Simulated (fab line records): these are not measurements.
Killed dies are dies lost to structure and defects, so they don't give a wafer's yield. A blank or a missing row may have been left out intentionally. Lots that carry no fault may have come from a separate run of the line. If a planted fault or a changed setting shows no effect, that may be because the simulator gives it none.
A single fault, viewed from 2 desks -- flow n5_finfet -- what lay behind the numbers comes last; until then each desk has only its own

AT THE METROLOGY DESK
What the gauges read for every lot (on any tool): the sampled wafers with a number, averaged. The brackets show how far a lot's mean lies from the usual mean; more than 4 standard deviations puts the lot out of limits, marked OUT. It has 10 readings; the 7 that lie furthest out on some lot are the ones shown.
Columns: A = IOFF_N at N5_BEOL_M4_RC_MEAS_101, usual 0.16 nA/um; B = IOFF_P at N5_BEOL_M4_RC_MEAS_101, usual 0.21 nA/um; C = ION_P at N5_BEOL_M4_RC_MEAS_101, usual 462 uA/um; D = SS_N at N5_BEOL_M4_RC_MEAS_101, usual 71.4 mV/dec; E = SS_P at N5_BEOL_M4_RC_MEAS_101, usual 73.2 mV/dec; F = VT_N at N5_BEOL_M4_RC_MEAS_101, usual 250 mV; G = VT_P at N5_BEOL_M4_RC_MEAS_101, usual -251 mV
lot,first seen here,A,B,C,D,E,F,G
L465,day 11 00:08,0.17,0.23,467,71.4,73.5,248,-250
L470,day 11 13:49,0.13,0.17,453,71.4,72.8,254,-254
L476,day 13 16:05,0.14,0.20,462,70.7,72.6,250,-249
This desk's finding: nothing out of limits on any of the 3 lots.

FOR THE TOOL OWNER'S DESK: rie_si-05
The tool's own readings at N5_BEOL_M0_SAQP_MANDREL_ETCH_103 (etches a-Si in HBr/Cl2, stops on SiCN, target depth 45 nm, bt time 10 s, time 27 s): means of the sampled wafers that have a number, for each lot that ran on this tool. The brackets show how far a lot's mean lies from the usual mean; more than 4 standard deviations puts the lot out of limits, marked OUT.
Columns: A = drypump_motor_current_A at N5_BEOL_M0_SAQP_MANDREL_ETCH_103, usual 5.6 A; B = oes_product_au at N5_BEOL_M0_SAQP_MANDREL_ETCH_103, usual 0.684 a.u.; C = throttle_valve_pct at N5_BEOL_M0_SAQP_MANDREL_ETCH_103, usual 35.59 %
lot,first seen here,A,B,C
L465,day 8 09:28,5.9,0.675,35.66
L476,day 11 02:49,5.7,0.703,35.52
This desk's finding: nothing out of limits on any of the 2 lots.

PUT TOGETHER
From the metrology desk's view, nothing was out of limits.
Nothing out of limits was seen by the tool owner's desk.

WHAT THE SIMULATOR PUT IN
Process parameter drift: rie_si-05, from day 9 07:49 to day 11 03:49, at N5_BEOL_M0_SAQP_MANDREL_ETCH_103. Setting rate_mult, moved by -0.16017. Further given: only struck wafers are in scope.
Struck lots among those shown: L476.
